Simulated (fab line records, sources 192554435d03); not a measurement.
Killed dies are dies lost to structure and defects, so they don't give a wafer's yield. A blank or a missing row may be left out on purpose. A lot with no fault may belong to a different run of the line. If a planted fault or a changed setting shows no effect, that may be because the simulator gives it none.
Which tool is to blame? / flow n5_finfet / Sampling: 9 lots, 26 wafers, 7 of 1938 route steps

WHAT THE GAUGES SHOWED, per wafer
N5_DUMMY_GATE_CD_MEAS_50 targets a cd of 14 nm.
lot=L712; measured=day 5 12:12; on=cd_sem-01; cd_nm (nm)=- - -
lot=L713; measured=day 5 17:09; on=cd_sem-02; cd_nm (nm)=- - -
lot=L714; measured=day 6 01:49; on=cd_sem-03; cd_nm (nm)=- - -
lot=L715; measured=day 6 04:49; on=cd_sem-02; cd_nm (nm)=13.9 14.2 13.6
lot=L718; measured=day 6 21:31; on=cd_sem-02; cd_nm (nm)=13.7 13.4 13.2
lot=L719; measured=day 7 05:47; on=cd_sem-01; cd_nm (nm)=13.9 14.2 13.5
lot=L721; measured=day 7 16:19; on=cd_sem-03; cd_nm (nm)=13.7 14.6
lot=L723; measured=day 8 03:13; on=cd_sem-03; cd_nm (nm)=13.4 14.2 13.6
lot=L724; measured=day 8 15:25; on=cd_sem-02; cd_nm (nm)=13.8 13.1 13.4

N5_BEOL_M4_RC_MEAS_101.
lot=L715; measured=day 13 00:13; on=prober-01; DIBL_N (mV/V)=38.7 38.1 36.4; DIBL_P (mV/V)=38.6 38.9 36.6; IOFF_N (nA/um)=0.21 0.21 0.16; IOFF_P (nA/um)=0.25 0.25 0.21; ION_N (uA/um)=703 696 677; ION_P (uA/um)=473 480 455; SS_N (mV/dec)=71.7 71.5 70.9; SS_P (mV/dec)=74.1 73.7 73.3; VT_N (mV)=243 244 248; VT_P (mV)=-249 -248 -250
lot=L718; measured=day 14 08:44; on=prober-01; DIBL_N (mV/V)=35.4 36.4 34.7; DIBL_P (mV/V)=36.2 38.3 35.6; IOFF_N (nA/um)=0.16 0.19 0.14; IOFF_P (nA/um)=0.21 0.23 0.19; ION_N (uA/um)=656 682 649; ION_P (uA/um)=459 465 455; SS_N (mV/dec)=71.1 71.7 71.7; SS_P (mV/dec)=74.2 74.2 73.3; VT_N (mV)=251 247 253; VT_P (mV)=-250 -251 -250
lot=L719; measured=day 13 11:56; on=prober-01; DIBL_N (mV/V)=37.2 33.4 35.6; DIBL_P (mV/V)=36.8 33.5 34.8; IOFF_N (nA/um)=0.19 0.13 0.16; IOFF_P (nA/um)=0.27 0.20 0.23; ION_N (uA/um)=692 670 662; ION_P (uA/um)=484 467 469; SS_N (mV/dec)=72.1 70.7 71.8; SS_P (mV/dec)=74.2 73.6 73.9; VT_N (mV)=245 251 249; VT_P (mV)=-244 -249 -244
lot=L721; measured=day 14 05:31; on=prober-01; DIBL_N (mV/V)=36.3 35.6; DIBL_P (mV/V)=36.1 35.6; IOFF_N (nA/um)=0.14 0.12; IOFF_P (nA/um)=0.17 0.15; ION_N (uA/um)=664 648; ION_P (uA/um)=456 443; SS_N (mV/dec)=72.5 71.6; SS_P (mV/dec)=73.6 73.0; VT_N (mV)=254 254; VT_P (mV)=-256 -259
lot=L723; measured=day 15 10:08; on=prober-02; DIBL_N (mV/V)=36.3 37.3 34.7; DIBL_P (mV/V)=37.5 39.0 33.1; IOFF_N (nA/um)=0.18 0.22 0.14; IOFF_P (nA/um)=0.28 0.31 0.19; ION_N (uA/um)=697 695 648; ION_P (uA/um)=485 473 451; SS_N (mV/dec)=72.9 72.6 72.8; SS_P (mV/dec)=73.5 73.7 72.3; VT_N (mV)=248 246 257; VT_P (mV)=-246 -241 -251
lot=L724; measured=day 15 03:29; on=prober-02; DIBL_N (mV/V)=34.4 36.6 37.4; DIBL_P (mV/V)=33.6 36.6 37.9; IOFF_N (nA/um)=0.13 0.17 0.18; IOFF_P (nA/um)=0.17 0.22 0.24; ION_N (uA/um)=667 691 679; ION_P (uA/um)=457 472 468; SS_N (mV/dec)=70.5 71.7 71.6; SS_P (mV/dec)=72.3 73.8 73.5; VT_N (mV)=250 249 250; VT_P (mV)=-251 -248 -246

EACH LOT AND THE TOOL THAT RAN IT (in order: tool; ch and the chambers of the sampled wafers; start)
lot=L712; N5_STI_FIN_REVEAL_OXIDATION_33=plasma_asher-02 ch 1, day 5 01:36; N5_DUMMY_GATE_ALD_02=ald_sin-04 ch 0,2, day 5 03:19; N5_DUMMY_GATE_ETCH_36=rie_diel-02 ch 0,1, day 5 11:56; N5_DUMMY_GATE_ETCH_37=rie_diel-02 ch 0,1, day 5 11:58; N5_DUMMY_GATE_ETCH_32=rie_si-04 ch 0,2,3, day 5 12:29
lot=L713; N5_STI_FIN_REVEAL_OXIDATION_33=plasma_asher-02 ch 0,1, day 5 07:43; N5_DUMMY_GATE_ALD_02=ald_sin-04 ch 0,1, day 5 08:06; N5_DUMMY_GATE_ETCH_36=rie_diel-03 ch 0,1,2, day 5 16:43; N5_DUMMY_GATE_ETCH_37=rie_diel-03 ch 0,1,2, day 5 16:45; N5_DUMMY_GATE_ETCH_32=rie_si-03 ch 0,1,2, day 5 17:27
lot=L714; N5_STI_FIN_REVEAL_OXIDATION_33=plasma_asher-02 ch 0,1, day 5 14:58; N5_DUMMY_GATE_ALD_02=ald_sin-01 ch 1,2,3, day 5 16:08; N5_DUMMY_GATE_ETCH_36=rie_diel-03 ch 0,2,3, day 6 01:32; N5_DUMMY_GATE_ETCH_37=rie_diel-03 ch 0,2,3, day 6 01:34; N5_DUMMY_GATE_ETCH_32=rie_si-04 ch 0,1,3, day 6 02:12
lot=L715; N5_STI_FIN_REVEAL_OXIDATION_33=plasma_asher-02 ch 0,1, day 5 19:20; N5_DUMMY_GATE_ALD_02=ald_sin-04 ch 0,1,3, day 5 19:43; N5_DUMMY_GATE_ETCH_36=rie_diel-06 ch 0,1,2, day 6 04:32; N5_DUMMY_GATE_ETCH_37=rie_diel-06 ch 0,1,2, day 6 04:35; N5_DUMMY_GATE_ETCH_32=rie_si-04 ch 0,1,2, day 6 05:07
lot=L718; N5_STI_FIN_REVEAL_OXIDATION_33=plasma_asher-02 ch 0,1, day 6 12:07; N5_DUMMY_GATE_ALD_02=ald_sin-03 ch 1,2, day 6 12:30; N5_DUMMY_GATE_ETCH_36=rie_diel-03 ch 0,1, day 6 21:15; N5_DUMMY_GATE_ETCH_37=rie_diel-03 ch 0,1, day 6 21:17; N5_DUMMY_GATE_ETCH_32=rie_si-04 ch 0,1, day 6 21:49
lot=L719; N5_STI_FIN_REVEAL_OXIDATION_33=plasma_asher-02 ch 0,1, day 6 19:41; N5_DUMMY_GATE_ALD_02=ald_sin-04 ch 0,1,3, day 6 20:39; N5_DUMMY_GATE_ETCH_36=rie_diel-02 ch 0,2,3, day 7 05:31; N5_DUMMY_GATE_ETCH_37=rie_diel-02 ch 0,2,3, day 7 05:33; N5_DUMMY_GATE_ETCH_32=rie_si-03 ch 0,2,3, day 7 06:04
lot=L721; N5_STI_FIN_REVEAL_OXIDATION_33=plasma_asher-01 ch 0,1, day 7 06:56; N5_DUMMY_GATE_ALD_02=ald_sin-03 ch 1,2, day 7 07:19; N5_DUMMY_GATE_ETCH_36=rie_diel-02 ch 2,3, day 7 15:55; N5_DUMMY_GATE_ETCH_37=rie_diel-02 ch 2,3, day 7 15:58; N5_DUMMY_GATE_ETCH_32=rie_si-04 ch 0,2, day 7 16:39
lot=L723; N5_STI_FIN_REVEAL_OXIDATION_33=plasma_asher-01 ch 0,1, day 7 17:51; N5_DUMMY_GATE_ALD_02=ald_sin-03 ch 0,1,3, day 7 18:14; N5_DUMMY_GATE_ETCH_36=rie_diel-02 ch 0,2,3, day 8 02:57; N5_DUMMY_GATE_ETCH_37=rie_diel-02 ch 0,2,3, day 8 02:59; N5_DUMMY_GATE_ETCH_32=rie_si-05 ch 1,2,3, day 8 03:31
lot=L724; N5_STI_FIN_REVEAL_OXIDATION_33=plasma_asher-02 ch 0,1, day 8 02:19; N5_DUMMY_GATE_ALD_02=ald_sin-03 ch 0,1,2, day 8 02:52; N5_DUMMY_GATE_ETCH_36=rie_diel-02 ch 0,1,2, day 8 15:08; N5_DUMMY_GATE_ETCH_37=rie_diel-02 ch 0,1,2, day 8 15:10; N5_DUMMY_GATE_ETCH_32=rie_si-03 ch 1,2, day 8 15:42
- N5_STI_FIN_REVEAL_OXIDATION_33: chemistry O2 PLASMA REMOTE, time 20 s.
- N5_DUMMY_GATE_ALD_02: deposits SiO2, target thk 2 nm, pulse time 1 s.
- N5_DUMMY_GATE_ETCH_36: etches SiARC in CF4, target depth 13 nm.
- N5_DUMMY_GATE_ETCH_37: etches SOC in N2/H2, target depth 60 nm, overetch 30 nm.
- N5_DUMMY_GATE_ETCH_32: etches SiO2 in CF4, target depth 3.5 nm, time 3.9 s.

WHAT THE TOOLS THEMSELVES READ (means of the sampled wafers that have a number; where no wafer has one, the mark that the record gives instead)
N5_STI_FIN_REVEAL_OXIDATION_33.
lot=L712; tool=plasma_asher-02; drypump_motor_current_A (A)=5.78; heater_power_w (W)=154
lot=L713; tool=plasma_asher-02; drypump_motor_current_A (A)=5.90; heater_power_w (W)=146
lot=L714; tool=plasma_asher-02; drypump_motor_current_A (A)=5.91; heater_power_w (W)=144
lot=L715; tool=plasma_asher-02; drypump_motor_current_A (A)=5.89; heater_power_w (W)=144
lot=L718; tool=plasma_asher-02; drypump_motor_current_A (A)=6.04; heater_power_w (W)=142
lot=L719; tool=plasma_asher-02; drypump_motor_current_A (A)=5.89; heater_power_w (W)=147
lot=L721; tool=plasma_asher-01; drypump_motor_current_A (A)=6.14; heater_power_w (W)=132
lot=L723; tool=plasma_asher-01; drypump_motor_current_A (A)=6.15; heater_power_w (W)=131
lot=L724; tool=plasma_asher-02; drypump_motor_current_A (A)=6.04; heater_power_w (W)=140

N5_DUMMY_GATE_ALD_02.
lot=L712; tool=ald_sin-04; heater_power_w (W)=485; precursor_pulse_height_rel=0.969
lot=L713; tool=ald_sin-04; heater_power_w (W)=540; precursor_pulse_height_rel=1.004
lot=L714; tool=ald_sin-01; heater_power_w (W)=430; precursor_pulse_height_rel=1.010
lot=L715; tool=ald_sin-04; heater_power_w (W)=555; precursor_pulse_height_rel=0.979
lot=L718; tool=ald_sin-03; heater_power_w (W)=477; precursor_pulse_height_rel=0.994
lot=L719; tool=ald_sin-04; heater_power_w (W)=557; precursor_pulse_height_rel=0.978
lot=L721; tool=ald_sin-03; heater_power_w (W)=492; precursor_pulse_height_rel=0.982
lot=L723; tool=ald_sin-03; heater_power_w (W)=474; precursor_pulse_height_rel=0.996
lot=L724; tool=ald_sin-03; heater_power_w (W)=473; precursor_pulse_height_rel=1.002

N5_DUMMY_GATE_ETCH_36.
lot=L712; tool=rie_diel-02; bias_w (W)=-; cf4_flow_sccm (sccm)=-; drypump_motor_current_A (A)=-; oes_product_au (a.u.)=-; rf_vpp_V (V)=-; showerhead_plenum_p_Torr (Torr)=-; throttle_valve_pct (%)=-
lot=L713; tool=rie_diel-03; bias_w (W)=-; cf4_flow_sccm (sccm)=-; drypump_motor_current_A (A)=-; oes_product_au (a.u.)=-; rf_vpp_V (V)=-; showerhead_plenum_p_Torr (Torr)=-; throttle_valve_pct (%)=-
lot=L714; tool=rie_diel-03; bias_w (W)=-; cf4_flow_sccm (sccm)=-; drypump_motor_current_A (A)=-; oes_product_au (a.u.)=-; rf_vpp_V (V)=-; showerhead_plenum_p_Torr (Torr)=-; throttle_valve_pct (%)=-
lot=L715; tool=rie_diel-06; bias_w (W)=35.93; cf4_flow_sccm (sccm)=100.0; drypump_motor_current_A (A)=5.59; oes_product_au (a.u.)=0.88; rf_vpp_V (V)=183.3; showerhead_plenum_p_Torr (Torr)=2.09; throttle_valve_pct (%)=15.45
lot=L718; tool=rie_diel-03; bias_w (W)=36.06; cf4_flow_sccm (sccm)=99.9; drypump_motor_current_A (A)=6.16; oes_product_au (a.u.)=0.84; rf_vpp_V (V)=184.6; showerhead_plenum_p_Torr (Torr)=2.18; throttle_valve_pct (%)=15.55
lot=L719; tool=rie_diel-02; bias_w (W)=36.00; cf4_flow_sccm (sccm)=99.8; drypump_motor_current_A (A)=5.57; oes_product_au (a.u.)=0.76; rf_vpp_V (V)=183.7; showerhead_plenum_p_Torr (Torr)=2.08; throttle_valve_pct (%)=15.61
lot=L721; tool=rie_diel-02; bias_w (W)=36.00; cf4_flow_sccm (sccm)=100.1; drypump_motor_current_A (A)=5.57; oes_product_au (a.u.)=0.74; rf_vpp_V (V)=183.8; showerhead_plenum_p_Torr (Torr)=2.09; throttle_valve_pct (%)=15.72
lot=L723; tool=rie_diel-02; bias_w (W)=35.95; cf4_flow_sccm (sccm)=100.0; drypump_motor_current_A (A)=5.56; oes_product_au (a.u.)=0.77; rf_vpp_V (V)=183.5; showerhead_plenum_p_Torr (Torr)=2.08; throttle_valve_pct (%)=15.62
lot=L724; tool=rie_diel-02; bias_w (W)=35.96; cf4_flow_sccm (sccm)=100.2; drypump_motor_current_A (A)=5.49; oes_product_au (a.u.)=0.81; rf_vpp_V (V)=184.1; showerhead_plenum_p_Torr (Torr)=2.16; throttle_valve_pct (%)=15.51

N5_DUMMY_GATE_ETCH_37.
lot=L712; tool=rie_diel-02; bias_w (W)=149.7; chamber_pressure_mTorr (mTorr)=29.982; drypump_motor_current_A (A)=5.46; oes_product_au (a.u.)=0.32; rf_vpp_V (V)=526.2; showerhead_plenum_p_Torr (Torr)=2.62; throttle_valve_pct (%)=17.53
lot=L713; tool=rie_diel-03; bias_w (W)=150.6; chamber_pressure_mTorr (mTorr)=30.005; drypump_motor_current_A (A)=5.94; oes_product_au (a.u.)=0.30; rf_vpp_V (V)=525.4; showerhead_plenum_p_Torr (Torr)=2.60; throttle_valve_pct (%)=17.79
lot=L714; tool=rie_diel-03; bias_w (W)=150.3; chamber_pressure_mTorr (mTorr)=29.974; drypump_motor_current_A (A)=5.45; oes_product_au (a.u.)=0.30; rf_vpp_V (V)=525.9; showerhead_plenum_p_Torr (Torr)=2.64; throttle_valve_pct (%)=17.96
lot=L715; tool=rie_diel-06; bias_w (W)=149.7; chamber_pressure_mTorr (mTorr)=30.027; drypump_motor_current_A (A)=5.59; oes_product_au (a.u.)=0.70; rf_vpp_V (V)=522.5; showerhead_plenum_p_Torr (Torr)=2.48; throttle_valve_pct (%)=17.62
lot=L718; tool=rie_diel-03; bias_w (W)=150.1; chamber_pressure_mTorr (mTorr)=30.015; drypump_motor_current_A (A)=6.16; oes_product_au (a.u.)=0.68; rf_vpp_V (V)=524.8; showerhead_plenum_p_Torr (Torr)=2.60; throttle_valve_pct (%)=17.89
lot=L719; tool=rie_diel-02; bias_w (W)=150.1; chamber_pressure_mTorr (mTorr)=30.001; drypump_motor_current_A (A)=5.59; oes_product_au (a.u.)=0.61; rf_vpp_V (V)=521.3; showerhead_plenum_p_Torr (Torr)=2.47; throttle_valve_pct (%)=17.80
lot=L721; tool=rie_diel-02; bias_w (W)=150.2; chamber_pressure_mTorr (mTorr)=30.041; drypump_motor_current_A (A)=5.59; oes_product_au (a.u.)=0.59; rf_vpp_V (V)=522.0; showerhead_plenum_p_Torr (Torr)=2.46; throttle_valve_pct (%)=17.83
lot=L723; tool=rie_diel-02; bias_w (W)=150.1; chamber_pressure_mTorr (mTorr)=29.974; drypump_motor_current_A (A)=5.58; oes_product_au (a.u.)=0.61; rf_vpp_V (V)=522.3; showerhead_plenum_p_Torr (Torr)=2.47; throttle_valve_pct (%)=17.82
lot=L724; tool=rie_diel-02; bias_w (W)=149.8; chamber_pressure_mTorr (mTorr)=29.993; drypump_motor_current_A (A)=5.50; oes_product_au (a.u.)=0.64; rf_vpp_V (V)=523.9; showerhead_plenum_p_Torr (Torr)=2.56; throttle_valve_pct (%)=17.70

N5_DUMMY_GATE_ETCH_32.
lot=L712; tool=rie_si-04; bias_w (W)=400.3; cf4_flow_sccm (sccm)=79.99; drypump_motor_current_A (A)=5.8; he_backside_leak_sccm (sccm)=2.9; oes_product_au (a.u.)=0.991; throttle_valve_pct (%)=21.70
lot=L713; tool=rie_si-03; bias_w (W)=400.0; cf4_flow_sccm (sccm)=79.91; drypump_motor_current_A (A)=5.7; he_backside_leak_sccm (sccm)=2.8; oes_product_au (a.u.)=0.992; throttle_valve_pct (%)=21.91
lot=L714; tool=rie_si-04; bias_w (W)=399.6; cf4_flow_sccm (sccm)=80.03; drypump_motor_current_A (A)=5.7; he_backside_leak_sccm (sccm)=2.8; oes_product_au (a.u.)=1.003; throttle_valve_pct (%)=21.81
lot=L715; tool=rie_si-04; bias_w (W)=400.1; cf4_flow_sccm (sccm)=79.91; drypump_motor_current_A (A)=5.7; he_backside_leak_sccm (sccm)=2.9; oes_product_au (a.u.)=1.004; throttle_valve_pct (%)=21.85
lot=L718; tool=rie_si-04; bias_w (W)=400.4; cf4_flow_sccm (sccm)=80.15; drypump_motor_current_A (A)=5.6; he_backside_leak_sccm (sccm)=3.0; oes_product_au (a.u.)=1.006; throttle_valve_pct (%)=21.83
lot=L719; tool=rie_si-03; bias_w (W)=399.6; cf4_flow_sccm (sccm)=79.92; drypump_motor_current_A (A)=6.0; he_backside_leak_sccm (sccm)=2.9; oes_product_au (a.u.)=1.019; throttle_valve_pct (%)=21.96
lot=L721; tool=rie_si-04; bias_w (W)=400.9; cf4_flow_sccm (sccm)=80.12; drypump_motor_current_A (A)=5.8; he_backside_leak_sccm (sccm)=2.8; oes_product_au (a.u.)=0.994; throttle_valve_pct (%)=21.72
lot=L723; tool=rie_si-05; bias_w (W)=399.1; cf4_flow_sccm (sccm)=79.93; drypump_motor_current_A (A)=5.4; he_backside_leak_sccm (sccm)=2.4; oes_product_au (a.u.)=0.975; throttle_valve_pct (%)=22.18
lot=L724; tool=rie_si-03; bias_w (W)=401.2; cf4_flow_sccm (sccm)=79.80; drypump_motor_current_A (A)=5.7; he_backside_leak_sccm (sccm)=3.0; oes_product_au (a.u.)=0.985; throttle_valve_pct (%)=22.04

THE ANSWER, worked out from the rows above alone
Rule: what is usual is taken from the lots themselves. The widest of any qualifying gaps counts: lots, ordered by their means at a reading, are off when they make up no more than a third of the lots, leave a main group of 4 or more, and stand apart from it by 3 or more times the standard deviation of that group's means. A main group whose means are all the same, to the digits that the tables above print for the reading, isn't used. A lot without any number at a reading at which 4 lots or more have one is off too. All remaining lots with rows at the step are treated as sound. The gauges are gone through in route order, then the tools' own readings, and for those a lot's mean is taken as printed above. The first step at which some lot is off is used, and at that step the reading that is off furthest; a lot without a number counts as furthest.
Off: L712, L713, L714 (N5_DUMMY_GATE_CD_MEAS_50, cd_nm). Without a number there: L712, L713, L714. The main group has a mean of 13.8 nm with a standard deviation of 0.26.
If a tool, at a process step before that reading, ran all the lots that are off and no sound lot after the first of them, it fits. The gauges at N5_DUMMY_GATE_CD_MEAS_50 aren't tried: what is off there is off at N5_DUMMY_GATE_ETCH_36 too, on other tools, and a gauge's error can't cause that. None of those tried fits.

WHAT WAS PUT IN BY THE SIMULATOR
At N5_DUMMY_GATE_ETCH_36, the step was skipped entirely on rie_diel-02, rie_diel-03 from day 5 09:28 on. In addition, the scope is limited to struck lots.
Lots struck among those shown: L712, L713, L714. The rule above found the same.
